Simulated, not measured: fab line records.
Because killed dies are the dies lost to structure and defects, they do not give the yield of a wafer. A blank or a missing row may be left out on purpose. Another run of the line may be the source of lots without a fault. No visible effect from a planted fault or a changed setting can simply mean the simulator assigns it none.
Problem report, 8D (eight disciplines) form, completed by code + flow n5Finfet + the parts of the form that need people (team, actions taken, sign-off) are left out

== 1. THE ISSUE ==
killed_at_M0_to_M3 at N5_PASSIVATION_PROBE_49 reads a mean of 1102 on 9 wafers of 3 lots; wafers without a fault read 35 with a standard deviation of 11. That is +97 standard deviations from the usual mean.
The first sign was on wafer L781.2 at day 13 18:46, on prober-01. The record holds 21 wafers of 7 lots with a number at this step. Rule for "out", or "out of limits": more than 4 standard deviations from the usual mean. The other wafers with a number count as sound.

== 2. WHAT IT IS, WHAT IT ISN'T ==
| question                    | is                                                                                                            | is not                                                                                       |
|-----------------------------|---------------------------------------------------------------------------------------------------------------|----------------------------------------------------------------------------------------------|
| which readings at this step | killed_at_M0_to_M3, defectLimitedYield, killedDies, killedOnRim, sort_bin_5_function, sortNPass, sortYieldPct | killed_at_M4_up, killedAtContacts, killedAtOther, killedOpen, killedShort, sort_bin_6_memory |
| which lots                  | L781, L782, L783                                                                                              | L780, L792, L793, L794                                                                       |
| which wafers of those lots  | all that have a number                                                                                        | -                                                                                            |
| read on which tools         | prober-01, prober-02                                                                                          | -                                                                                            |
| when                        | from day 13 18:46                                                                                             | up to then (3 sound wafers); but 9 sound wafers of L792, L793, L794 came after               |

== 3. THE SUSPECTS, EACH WITH WHAT RULES IT OUT ==
Counting: a tool at a process step up to the reading stays a suspect if it ran every lot that is out and no sound lot after the first of them.
- rieDiel-05 at N5_BEOL_M1_DESCUM_33 (chemistry O2, time 7 s): ruled out as a lasting fault. Following L781 (day 7 15:40), the first lot on it that is out, the sound lots L792 were run on it.
- rieDiel-05 at N5_BEOL_M1_STRIP_36 (strips in N2/H2): ruled out as a lasting fault. Following L781 (day 7 16:30), the first lot on it that is out, the sound lots L793, L792 were run on it.
Left after counting: nothing in the record.

== 4. THE CAUSE (what the simulator had put in) ==
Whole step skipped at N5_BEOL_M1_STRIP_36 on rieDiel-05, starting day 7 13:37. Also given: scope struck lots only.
The count ruled it out by mistake, since the rule takes a fault to strike every lot its tool runs from the start of the fault on, and this one did not do so.

== 5. SEQUENCE OF EFFECTS, ordered by route ==
One row per reading whose mean, taken over the struck wafers that have a number, lies over 3 standard deviations from the usual. Scope: only readings with a usual standard deviation given in the record; hours: median across lots of the time from each lot's start at the first step in this table that gives one to its start at this step; sigmas: change in usual standard deviations.
| hours | step                    | reading             | usual  | on struck wafers | change | sigmas |
|-------|-------------------------|---------------------|--------|------------------|--------|--------|
| 0     | N5_PASSIVATION_PROBE_49 | defectLimitedYield  | 91.0 % | 0.0              | -91.0  | -61    |
| 0     | N5_PASSIVATION_PROBE_49 | killed_at_M0_to_M3  | 35     | 1102             | +1067  | +97    |
| 0     | N5_PASSIVATION_PROBE_49 | killedDies          | 106    | 1180             | +1074  | +60    |
| 0     | N5_PASSIVATION_PROBE_49 | killedOnRim         | 14     | 152              | +138   | +29    |
| 0     | N5_PASSIVATION_PROBE_49 | sort_bin_5_function | 5.2 %  | 96.3             | +91.1  | +93    |
| 0     | N5_PASSIVATION_PROBE_49 | sortNPass           | 1074   | 0                | -1074  | -60    |
| 0     | N5_PASSIVATION_PROBE_49 | sortYieldPct        | 91.0 % | 0.0              | -91.0  | -61    |
It contains these process steps:
- N5_PASSIVATION_PROBE_49
Readings that are blank on the struck wafers while sound wafers have them: biasPowerW at N5_BEOL_M1_STRIP_36; chamberPressureMTorr at N5_BEOL_M1_STRIP_36; drypumpMotorCurrentA at N5_BEOL_M1_STRIP_36; oesProductAu at N5_BEOL_M1_STRIP_36; rfVppV at N5_BEOL_M1_STRIP_36; showerheadPlenumPTorr at N5_BEOL_M1_STRIP_36; throttleValvePct at N5_BEOL_M1_STRIP_36.

== 6. HOW IT WOULD HAVE BEEN CAUGHT EARLIER ==
First out-of-limits reading in this record: day 13 18:46, which is 149 hours after fault onset at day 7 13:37.
At N5_BEOL_M1_STRIP_36 the tool's readings are blank on the struck wafers, where sound wafers have them: an empty tool record is the first sign, and it was there at once.
